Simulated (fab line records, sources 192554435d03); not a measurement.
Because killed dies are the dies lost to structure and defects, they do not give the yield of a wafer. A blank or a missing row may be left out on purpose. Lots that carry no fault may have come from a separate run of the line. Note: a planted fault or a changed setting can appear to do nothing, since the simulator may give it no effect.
Lot-split experiment -- flow n5_finfet -- 39 wafers read across 7 lots, on a route 1938 steps long

SPLIT DETAILS
At N5_MOL_CONTACT_COAG_ETCH_91 (etches SOC in N2/H2, target depth 60 nm, overetch 21 nm, time 101.2 s), the setting time_s was moved away from the recipe's 101.2 s on 12 of the 39 wafers read, by -9.0% to +23.1%. This setting was run at the recipe's value on the other wafers.

The split's own step is where the reading is taken.

THE READING
SiARC_of_MOL_CONTACT_COAG_COAT_76.thk_nm (the simulator's own value, which no gauge read), in nm, at N5_MOL_CONTACT_COAG_ETCH_91 (etches SOC in N2/H2, target depth 60 nm, overetch 21 nm, time 101.2 s). There is no usual value for it anywhere in the file. Across the 27 wafers here that went through the recipe, the average is 5.7 nm and the standard deviation 0.11 nm.

wafer,"tool, chamber at the split","time_s as run, s",against the recipe,"SiARC_of_MOL_CONTACT_COAG_COAT_76.thk_nm, nm",against lot-mates on the recipe
L074.1,"rie_diel-06, 2",101.2,recipe,6,-
L074.2,"rie_diel-06, 0,1",101.2,recipe,5.8,-
L074.5,"rie_diel-06, 0,1",101.2,recipe,5.8,-
L074.3,"rie_diel-06, 1,0",119,+17.6%,5,-0.9
L074.4,"rie_diel-06, 1,0",119,+17.6%,5,-0.9
L074.6,"rie_diel-06, 2",119,+17.6%,5.4,-0.5
L085.1,"rie_diel-05, 3",101.2,recipe,5.6,-
L085.3,"rie_diel-05, 1,0",101.2,recipe,5.8,-
L085.5,"rie_diel-05, 1,0",101.2,recipe,5.8,-
L086.1,"rie_diel-06, 0,0,3",92.1,-9.0%,6.2,+0.4
L086.4,"rie_diel-06, 0,0,3",92.1,-9.0%,6.2,+0.4
L086.6,"rie_diel-06, 0,0,3",92.1,-9.0%,6.2,+0.4
L086.2,"rie_diel-06, 1,3,1",101.2,recipe,5.8,-
L086.3,"rie_diel-06, 1,3,1",101.2,recipe,5.8,-
L086.5,"rie_diel-06, 1,3,1",101.2,recipe,5.8,-
L090.1,"rie_diel-05, 0,1,1",101.2,recipe,5.8,-
L090.3,"rie_diel-05, 0,1,1",101.2,recipe,5.8,-
L090.6,"rie_diel-05, 0,1,1",101.2,recipe,5.8,-
L090.2,"rie_diel-05, 2,3,2",101.2,recipe,5.6,-
L090.4,"rie_diel-05, 2,3,2",101.2,recipe,5.6,-
L090.5,"rie_diel-05, 2,3,2",101.2,recipe,5.6,-
L091.1,"rie_diel-05, 1,0,1,0",101.2,recipe,5.8,-
L091.3,"rie_diel-05, 1,0,1,0",101.2,recipe,5.8,-
L091.5,"rie_diel-05, 1,0,1,0",101.2,recipe,5.8,-
L091.6,"rie_diel-05, 1,0,1,0",101.2,recipe,5.8,-
L091.2,"rie_diel-05, 2,3",101.2,recipe,5.6,-
L091.4,"rie_diel-05, 2,3",101.2,recipe,5.6,-
L093.1,"rie_diel-03, 0,1",101.2,recipe,5.6,-
L093.5,"rie_diel-03, 0,1",101.2,recipe,5.6,-
L093.2,"rie_diel-03, 1,2,0",124.6,+23.1%,4.6,-1.1
L093.4,"rie_diel-03, 1,2,0",124.6,+23.1%,4.6,-1.1
L093.6,"rie_diel-03, 1,2,0",124.6,+23.1%,4.6,-1.1
L093.3,"rie_diel-03, 3",101.2,recipe,5.8,-
L095.1,"rie_diel-03, 2,1",101.2,recipe,5.6,-
L095.5,"rie_diel-03, 2,1",101.2,recipe,5.6,-
L095.2,"rie_diel-03, 1,2",117,+15.6%,5,-0.7
L095.6,"rie_diel-03, 1,2",117,+15.6%,5,-0.7
L095.3,"rie_diel-03, 3",101.2,recipe,5.8,-
L095.4,"rie_diel-03, 3",117,+15.6%,5.2,-0.5
If several chambers appear in one row, that row covers several wafers at once and the file leaves open which wafer was in which chamber.

FIT RESULTS
A straight line over all 39 wafers: SiARC_of_MOL_CONTACT_COAG_COAT_76.thk_nm changes by -0.0445 nm for each +1% of time_s; r = -0.95; the points scatter about the line by 0.13 nm.
The same after taking each lot's own level away (the mean of its wafers on the recipe; 39 wafers): -0.0434 nm for each +1%; r = -0.97; scatter 0.1 nm.
Per that fit: largest time_s move, reading shift of 1 nm.
Across the lots, their own levels run from 5.67 to 5.87 nm, a range of 1.8 times the standard deviation given above.
So the lot-to-lot level changes the slope little: the two slopes agree.
Check: -0.987 nm against its lot-mates is what the line predicts for one of the wafers moved furthest among these (+23.1%) when that wafer is left out of the fit. Against them it came out at -1.07 nm.

THESE WAFERS: OTHER SPLITS
Note: prior to the reading, these wafers also went through further splits. Each is held against what the fit with the lots' levels taken away leaves over:
other split on the same wafers,wafers away from the commonest value,r with SiARC_of_MOL_CONTACT_COAG_COAT_76.thk_nm (lot level and that fit taken away)
N5_FIN_CUT_ETCH_21 bias_w,12,-0.06
N5_SD_EPI_N_EPI_21 pressure_torr,33,-0.04
N5_HKMG_FIN_CVD_62 target_thk_a,18,-0.27
N5_MOL_CONTACT_COAG_SPUTTER_130 target_thk_a,15,-0.10

THE FILE'S OWN FIT
SiARC_of_MOL_CONTACT_COAG_COAT_76.thk_nm changes by -0.0432 nm for each +1% of time_s, r = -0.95.
